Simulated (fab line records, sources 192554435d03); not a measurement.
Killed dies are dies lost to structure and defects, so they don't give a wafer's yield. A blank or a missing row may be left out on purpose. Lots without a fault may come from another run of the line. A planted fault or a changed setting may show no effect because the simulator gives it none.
fab line records | flow n5_finfet
record lots=5 wafers=13 last_day=14
route steps=1938 shown SD_EPI_N@275 SD_EPI_P@295 BEOL_M4@1111 PASSIVATION@1936
lots that met no fault: from a run of the same line without faults
start_h: hours from the record's first day to the start of the lot's first wafer shown | wait_h: hours since the lot's step before | " the same as in the row above | L1.1+2: a row that stands for several wafers | - no value, or no start given | * or withheld: withheld | < > ~ a bound
route shown NAME@n: a module of which the file shows steps, and the number in the route of the first | usual: mean/standard deviation of fault-free wafers | same: alike in all rows | chamber/n: place in a boat | sites: the reading at each site | _std_site: their standard deviation | _edge_site: outer sites' mean less inner sites' | radius_mm: how far each site lies from the wafer's centre | mask NAME#n: copy n | behind: the tool/chamber that last shaped the wafer | hold: why the lot was held/for how many hours/how that ended | device: the transistor (n, p or np) that didn't switch | end of line: the same wafers' tests at the end of the route | a step without rows: its recipe alone | killed: dies lost to structure and defects at the first sort, not the wafer's yield | map: a wafer's dies, x killed, . not, _ none there
set.NAME: the setting as run; set.NAME@STEP: as run at that earlier step | model.NAME: the simulator's own value behind a step, which no gauge read
lots at some steps of the route; a table a step, a row a wafer
## steps
# step N5_SD_EPI_N_ETCH_35
# recipe chemistry=N2/H2 target=SOC overetch_a=1080 mask_material=SiARC temp_c=40 ion_energy_ev=100 source_w=3000 bias_w=133 pressure_mtorr=20 time_s=486 n2_flow_sccm=200 h2_flow_sccm=200
# step N5_SD_EPI_N_STRIP_36
# recipe chemistry=N2/H2 temp_c=40 n2_flow_sccm=200 h2_flow_sccm=200 rf_frequency_hz=6e+07
# step N5_SD_EPI_N_ETCHBACK_44
# recipe chemistry=CH3F/O2 mode=anisotropic_etchback target=SiNx target_depth_a=145 stop_on=SiO2 over_etch_frac=0.3 ion_energy_ev=120 pressure_mtorr=30 source_w=395 bias_w=73 Ar_flow_sccm=150 CH3F_flow_sccm=30 O2_flow_sccm=20
# step N5_SD_EPI_N_ETCH_45
# recipe chemistry=CH3F/O2 target=SiOCN target_depth_a=60 mask_material=SOC ion_energy_ev=60 bias_w=29 pressure_mtorr=15 source_w=410 Ar_flow_sccm=150 CH3F_flow_sccm=30 O2_flow_sccm=20
# step N5_SD_EPI_N_ETCH_16
# recipe chemistry=CHF3/O2 target=SiO2 target_depth_a=50 mask_material=SOC pressure_mtorr=30 source_w=650 bias_w=170 Ar_flow_sccm=200 CHF3_flow_sccm=50 O2_flow_sccm=5 ion_energy_ev=200
# step N5_SD_EPI_N_STRIP_47
# recipe chemistry=CHF3/O2 resist=SiARC rf_frequency_hz=6e+07
# step N5_SD_EPI_N_SD_RECESS_17
# recipe chemistry=HBr/Cl2/O2 target_depth_a=410 mask_material=SOC time_s=23.7 bt_time_s=3 pressure_mtorr=10 icp_w=800 bias_w=112 HBr_flow_sccm=150 Cl2_flow_sccm=80 O2_flow_sccm=12
# step N5_SD_EPI_N_STRIP_38
# recipe chemistry=N2/H2 power_w=1000 temp_c=250 h2_frac=0.65 overash_fraction=0.3 pressure_mtorr=withheld n2_flow_sccm=1750 h2_flow_sccm=3250
# step N5_SD_EPI_N_WET_ETCH_43
# recipe chemistry=dHF dilution=withheld time_s=14 target=SiO2 target_depth_a=15 temp_c=25
# step N5_SD_EPI_N_STRIP_18
# recipe chemistry=SPM time_s=750 temp_c=130 h2so4_h2o2_vol_ratio=4
# step N5_SD_EPI_N_SRD_20
# recipe dry=ipa_marangoni do_ppb=5 time_s=30 temp_c=23 rinse_liquid=diw
# step N5_SD_EPI_N_PRECLEAN_48
# recipe chemistry=NF3:NH3 afs_cycles=2 temp_c=30 time_s=20 sublimation_temp_c=180 sublimation_time_s=60 pressure_torr=3 rf_power_w=30
# step N5_SD_EPI_N_VAPOR_ETCH_50
# recipe chemistry=HCl target=Si temp_c=775 time_s=54 pressure_torr=20 mode=isotropic
# usual chamber_pressure_Torr=20.01/0.045 throttle_valve_pct=11.75/0.29
# columns lot.wafer tool chamber start_h wait_h chamber_pressure_Torr throttle_valve_pct
L204.1 epi_rpcvd-01 0 60.69 0.3 20.04 11.73
L204.2 " 0 " " 19.97 12.09
L204.5 " 0 " " 20.04 11.92
L208.3 epi_rpcvd-02 0 84.85 0.2 19.97 12.04
L208.5 " 0 " " 20.02 11.91
L208.6 " 0 " " 20.04 11.74
L209.1 epi_rpcvd-01 0 92.51 0.3 20.05 11.79
L209.5 " 0 " " 20.07 12.06
L212.1 epi_rpcvd-01 0 106.05 0.4 20.00 11.80
L212.2 " 0 " " 19.96 11.84
L212.4 " 0 " " 20.00 11.96
L213.1 epi_rpcvd-01 0 116.30 0.3 20.10 11.76
L213.2 " 0 " " 20.03 11.94
# step N5_SD_EPI_N_EPI_21
# recipe material=Si:P dopant=P temp_c=680 pressure_torr=255 time_s=690
# step N5_SD_EPI_N_PRECLEAN_24
# recipe chemistry=O3/DIW time_s=60 temp_c=22 o3_ppm=10
# step N5_SD_EPI_N_SRD_25
# recipe time_s=30 temp_c=23 rinse_liquid=diw dry=ipa_marangoni
# step N5_SD_EPI_N_PRECLEAN_49
# recipe chemistry=NF3:NH3 afs_cycles=1 temp_c=30 time_s=20 sublimation_temp_c=180 sublimation_time_s=60 pressure_torr=3 rf_power_w=30
# step N5_SD_EPI_N_LINER_46
# recipe material=SiNx target_thk_a=30 temp_c=400 ald_precursor_family=SiH2I2 ald_co_reactant=N2/H2-plasma pressure_torr=2
# step N5_SD_EPI_P_COAT_34
# recipe resist=SOC temp_c=250 time_s=60 spin_rpm=1500 resist_thk_nm=350
# step N5_SD_EPI_P_COAT_35
# recipe resist=SiARC temp_c=220 time_s=60 spin_rpm=1500 resist_thk_nm=35
# step N5_SD_EPI_P_COAT_03
# recipe resist=CAR-ArF-block spin_rpm=1500 resist_thk_nm=150
# step N5_SD_EPI_P_EBR_05
# recipe solvent=PGMEA ebr_width_mm=1.5
# step N5_SD_EPI_P_SOFTBAKE_04
# recipe temp_c=110 time_s=60 resist=CAR-ArF-block
# step N5_SD_EPI_P_EXPOSE_06
# recipe mask_id=SD_P_BLK na=1.35 source_shape=conventional sigma_outer=0.8 polarization=unpolarized target_cd_nm=240 dose_mj=39.5
# step N5_SD_EPI_P_PEB_07
# recipe peb_temp_c=110 peb_time_s=60 resist=CAR-ArF-block
# step N5_SD_EPI_P_DEVELOP_08
# recipe develop_time_s=30 developer=TMAH resist=CAR-ArF-block dev_temp_c=23 rinse_liquid=diw dry=air_spin
# step N5_SD_EPI_P_DESCUM_14
# recipe chemistry=O2 time_s=7.9 source_power_w=50 bias_power_w=20 pressure_mtorr=20 rf_frequency_hz=2.712e+07 temp_c=40 resist=CAR-ArF-block o2_flow_sccm=225
# step N5_SD_EPI_P_ETCH_36
# recipe chemistry=CF4 target=SiARC target_depth_a=455 mask_material=CAR-ArF-block time_s=75.8 ion_energy_ev=80 pressure_mtorr=40 source_w=545 bias_w=36 Ar_flow_sccm=100 cf4_flow_sccm=100 ends=cleared
# step N5_SD_EPI_P_ETCH_37
# recipe chemistry=N2/H2 target=SOC overetch_a=1080 mask_material=SiARC temp_c=40 ion_energy_ev=100 source_w=3000 bias_w=133 pressure_mtorr=20 time_s=486 n2_flow_sccm=200 h2_flow_sccm=200 ends=end_point
# step N5_SD_EPI_P_STRIP_38
# recipe chemistry=N2/H2 temp_c=40 n2_flow_sccm=200 h2_flow_sccm=200 rf_frequency_hz=6e+07
# step N5_SD_EPI_P_ETCHBACK_46
# recipe chemistry=CH3F/O2 mode=anisotropic_etchback target=SiNx target_depth_a=175 stop_on=SiO2 over_etch_frac=0.3 ion_energy_ev=120 pressure_mtorr=30 source_w=395 bias_w=73 Ar_flow_sccm=150 CH3F_flow_sccm=30 O2_flow_sccm=20
# step N5_SD_EPI_P_ETCH_47
# recipe chemistry=CH3F/O2 target=SiOCN target_depth_a=250 mask_material=SOC ion_energy_ev=60 bias_w=29 pressure_mtorr=30 source_w=410 Ar_flow_sccm=150 CH3F_flow_sccm=30 O2_flow_sccm=20
# step N5_SD_EPI_P_ETCH_16
# recipe chemistry=CHF3/O2 target=SiO2 target_depth_a=50 mask_material=SOC pressure_mtorr=30 source_w=650 bias_w=170 Ar_flow_sccm=200 CHF3_flow_sccm=50 O2_flow_sccm=5 ion_energy_ev=200
# step N5_SD_EPI_P_STRIP_50
# recipe chemistry=CHF3/O2 resist=SiARC rf_frequency_hz=6e+07
# step N5_SD_EPI_P_SD_RECESS_17
# recipe chemistry=HBr/Cl2/O2 target_depth_a=391 bt_time_s=3 pressure_mtorr=10 icp_w=800 bias_w=112 HBr_flow_sccm=150 Cl2_flow_sccm=80 O2_flow_sccm=12
# step N5_SD_EPI_P_WET_ETCH_45
# recipe chemistry=dHF dilution=withheld time_s=10.7 target=SiO2 target_depth_a=20 temp_c=25 dry=ipa_marangoni rinse_time_s=30 rinse_temp_c=23
# step N5_SD_EPI_P_STRIP_40
# recipe chemistry=N2/H2 power_w=1000 temp_c=250 h2_frac=0.65 overash_fraction=0.3 pressure_mtorr=withheld n2_flow_sccm=1750 h2_flow_sccm=3250
# step N5_BEOL_M4_RC_MEAS_101
# usual DIBL_N=37.2/1.8 DIBL_P=37.5/2.5 IOFF_N=0.17/0.038 IOFF_P=0.24/0.046 ION_N=681/13 ION_P=469/8.5 REXT_N=75.3/1.7 SS_N=71.7/0.6 SS_P=73.6/0.69 VT_N=249/3.4 VT_P=-248/3.6
# columns lot.wafer tool chamber start_h wait_h DIBL_N[mV/V] DIBL_P[mV/V] IOFF_N[nA/um] IOFF_P[nA/um] ION_N[uA/um] ION_P[uA/um] REXT_N[ohm.um] SS_N[mV/dec] SS_P[mV/dec] VT_N[mV] VT_P[mV]
L204.1 prober-02 0 166.84 0.0 34.9 35.0 0.14 0.21 667 464 77.7 71.5 73.3 255 -248
L204.2 " 0 " " 35.6 35.5 0.15 0.21 682 466 77.0 71.7 73.0 251 -249
L204.5 " 0 " " 32.6 31.4 0.10 0.16 655 454 78.1 70.3 72.6 256 -253
L208.3 prober-01 0 205.92 0.3 35.5 35.3 0.15 0.26 677 477 77.2 71.1 73.3 249 -244
L208.5 " 0 " " 37.1 38.4 0.18 0.31 697 493 76.9 71.3 74.4 249 -241
L208.6 " 0 " " 38.3 39.5 0.22 0.36 692 489 77.0 72.0 73.8 244 -239
L209.1 prober-01 0 208.66 0.0 35.7 38.5 0.15 0.26 665 472 81.2 71.2 73.5 249 -247
L209.5 " 0 " " 33.7 36.4 0.12 0.22 653 471 81.6 71.3 73.9 252 -248
L212.1 prober-01 0 231.47 0.0 32.3 37.0 0.11 0.21 642 457 83.7 71.3 73.1 257 -250
L212.2 " 0 " " 34.9 36.4 0.15 0.20 671 466 73.5 72.1 73.8 253 -251
L212.4 " 0 " " 35.8 38.2 0.18 0.24 691 478 75.3 71.5 73.4 247 -248
L213.1 prober-02 0 234.63 0.0 35.0 37.3 0.13 0.23 657 467 81.0 70.7 74.2 252 -250
L213.2 " 0 " " 37.3 36.3 0.16 0.21 679 464 72.8 71.2 72.9 249 -249
# step N5_PASSIVATION_PROBE_49
# usual defect_limited_yield=91.2/1.4 killed_at_M0_to_M3=32/10 killed_at_M4_up=14/6.2 killed_at_contacts=12/6.3 killed_at_front_end=42/13 killed_at_other=4/3.4 killed_dies=104/17 killed_open=67/12 killed_short=34/8.1 sort_bin_5_function=5.2/0.93 sort_bin_6_memory=3.2/0.65 sort_n_pass=1075/16 sort_yield_pct=91.1/1.4
# same gross_dies=1180 killed_at_back_side=0 sort_bin_4_leakage[%]=0 sort_bin_8_speed[%]=0
# columns lot.wafer tool chamber start_h wait_h defect_limited_yield[%] killed_at_M0_to_M3 killed_at_M4_up killed_at_contacts killed_at_front_end killed_at_other killed_dies killed_open killed_short sort_bin_5_function[%] sort_bin_6_memory[%] sort_n_pass sort_yield_pct[%]
L204.1 prober-01 - 266.43 0.0 91.9 30 19 11 31 4 95 63 32 4.5 3.3 1085 91.9
L204.2 prober-01 - 266.48 0.1 90.6 43 12 18 34 4 111 62 49 5.6 3.6 1069 90.6
L204.5 prober-01 - 266.63 0.2 92.6 25 13 8 35 6 87 51 35 4.7 2.4 1093 92.6
L208.3 prober-01 - 309.26 0.1 93.2 42 10 9 17 2 80 62 17 4.7 2.0 1100 93.2
L208.5 prober-01 - 309.36 0.2 90.6 33 16 5 51 6 111 66 38 5.3 3.5 1069 90.6
L208.6 prober-01 - 309.41 0.3 91.9 27 17 9 38 5 96 66 30 4.8 3.1 1084 91.9
L209.1 prober-02 - 313.08 0.0 91.4 29 11 13 47 1 101 69 27 4.8 3.1 1079 91.4
L209.5 prober-02 - 313.28 0.2 91.7 52 9 5 30 2 98 60 37 4.5 3.6 1082 91.7
L212.1 prober-01 - 336.53 0.0 90.7 21 27 10 51 1 110 71 39 5.3 3.6 1070 90.7
L212.2 prober-01 - 336.58 0.1 88.8 36 27 28 37 4 132 93 35 7.5 3.5 1048 88.8
L212.4 prober-01 - 336.68 0.2 90.8 29 34 8 37 1 109 71 37 5.2 3.5 1071 90.8
L213.1 prober-01 - 337.72 0.0 90.1 21 28 24 42 2 117 77 34 5.8 3.6 1063 90.1
L213.2 prober-01 - 337.77 0.1 90.9 46 22 6 32 1 107 75 29 5.3 3.7 1073 90.9
# killed by level:class
L204.1 MOL_CONTACT_COAG:geometric_particle:open=11 BEOL_M0_SAQP:geometric_particle:open=9 ILD0:geometric_particle:open=6 FIN_SAQP:geometric_particle:short=5 GATE_CUT:geometric_particle:short=5 BEOL_M0_SAQP:geometric_particle:short=5 STI_FIN_REVEAL:geometric_particle:open=4 BEOL_M1:geometric_particle:open=4
L204.2 FIN_SAQP:geometric_particle:short=14 MOL_CONTACT_COAG:geometric_particle:open=14 BEOL_M1:geometric_particle:open=9 BEOL_M0_SAQP:geometric_particle:short=7 BEOL_M0_SAQP:geometric_particle:open=7 BEOL_M2:geometric_particle:open=7 BEOL_M3:geometric_particle:short=6 FIN_SAQP:geometric_particle:open=5
L204.5 FIN_SAQP:geometric_particle:short=11 BEOL_M0_SAQP:geometric_particle:open=8 MOL_CONTACT_COAG:geometric_particle:open=7 BEOL_M1:geometric_particle:open=7 BEOL_M0_SAQP:geometric_particle:short=6 GATE_CUT:geometric_particle:short=5 STI_FIN_REVEAL:geometric_particle:open=4 BEOL_M6:geometric_particle:open=4
L208.3 BEOL_M1:geometric_particle:open=11 BEOL_M0_SAQP:geometric_particle:open=9 MOL_CONTACT_COAG:geometric_particle:open=8 BEOL_M3:geometric_particle:open=7 BEOL_M0_SAQP:geometric_particle:short=5 BEOL_M2:geometric_particle:open=5 BEOL_M5:geometric_particle:open=4 FIN_SAQP:geometric_particle:open=3
L208.5 FIN_SAQP:geometric_particle:open=9 BEOL_M0_SAQP:geometric_particle:short=9 GATE_CUT:geometric_particle:short=6 BEOL_M0_SAQP:geometric_particle:open=6 BEOL_M1:geometric_particle:open=6 BEOL_M4:geometric_particle:open=6 BEOL_M6:geometric_particle:open=6 STARTING-WAFER:geometric_particle:open=6
L208.6 FIN_SAQP:geometric_particle:open=8 FIN_SAQP:geometric_particle:short=8 DUMMY_GATE:geometric_particle:open=7 MOL_CONTACT_COAG:geometric_particle:open=6 BEOL_M1:geometric_particle:open=6 BEOL_M4:geometric_particle:open=6 BEOL_M0_SAQP:geometric_particle:open=5 BEOL_M2:geometric_particle:open=5
L209.1 FIN_SAQP:geometric_particle:open=13 BEOL_M2:geometric_particle:open=10 BEOL_M1:geometric_particle:open=9 MOL_CONTACT_COAG:geometric_particle:open=9 FIN_SAQP:geometric_particle:short=6 GATE_CUT:geometric_particle:short=6 STARTING-WAFER:geometric_particle:open=5 HKMG_FIN:area_etch=5
L209.5 BEOL_M0_SAQP:geometric_particle:short=15 BEOL_M0_SAQP:geometric_particle:open=14 BEOL_M3:geometric_particle:open=11 BEOL_M1:geometric_particle:open=7 GATE_CUT:geometric_particle:short=5 FIN_SAQP:geometric_particle:open=4 FIN_SAQP:geometric_particle:short=4 MOL_CONTACT_COAG:geometric_particle:open=4
L212.1 BEOL_M4:geometric_particle:open=10 STI_FIN_REVEAL:geometric_particle:open=9 MOL_CONTACT_COAG:geometric_particle:open=9 ILD0:geometric_particle:open=8 BEOL_M4:geometric_particle:short=8 BEOL_M0_SAQP:geometric_particle:open=6 BEOL_M5:geometric_particle:open=6 FIN_SAQP:geometric_particle:short=5
L212.2 MOL_CONTACT_COAG:geometric_particle:open=22 BEOL_M3:geometric_particle:open=13 STI_FIN_REVEAL:geometric_particle:open=12 BEOL_M0_SAQP:geometric_particle:open=7 GATE_CUT:geometric_particle:short=6 MOL_CONTACT_COAG:geometric_particle:short=6 BEOL_M4:geometric_particle:short=6 ILD0:geometric_particle:open=5
L212.4 BEOL_M4:geometric_particle:open=15 BEOL_M0_SAQP:geometric_particle:open=9 BEOL_M0_SAQP:geometric_particle:short=8 FIN_SAQP:geometric_particle:open=6 MOL_CONTACT_COAG:geometric_particle:open=6 BEOL_M4:geometric_particle:short=6 STI_FIN_REVEAL:geometric_particle:open=5 ILD0:geometric_particle:open=5
L213.1 MOL_CONTACT_COAG:geometric_particle:open=18 BEOL_M4:geometric_particle:open=13 FIN_SAQP:geometric_particle:open=9 GATE_CUT:geometric_particle:short=9 MOL_CONTACT_COAG:geometric_particle:short=6 BEOL_M1:geometric_particle:open=6 STI_FIN_REVEAL:geometric_particle:open=5 BEOL_M2:geometric_particle:open=5
L213.2 BEOL_M0_SAQP:geometric_particle:short=11 BEOL_M0:geometric_particle:open=9 BEOL_M4:geometric_particle:open=9 DUMMY_GATE:geometric_particle:open=7 BEOL_M0_SAQP:geometric_particle:open=7 BEOL_M1:geometric_particle:open=7 BEOL_M3:geometric_particle:open=7 MOL_CONTACT_COAG:geometric_particle:open=5
## key
first_sign step=N5_BEOL_M4_RC_MEAS_101 reading=REXT_N direction=up sigmas=3.9 usual=75.3 struck=81.9
effect step=N5_BEOL_M4_RC_MEAS_101 reading=ION_N direction=down sigmas=2.1 usual=681 struck=655 wafers_moved=2
met_at N5_SD_EPI_N_VAPOR_ETCH_50
struck_wafers L209.1,L209.5,L212.1,L213.1
onset_between 60.69 92.51
fault kind=process_parameter_drift tool=epi_rpcvd-01 chamber=- onset_h=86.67 steps=N5_SD_EPI_N_VAPOR_ETCH_50 channel=time_s offset=* shape=step end_h=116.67 scope=struck_wafers_only acts_in=* stated=*
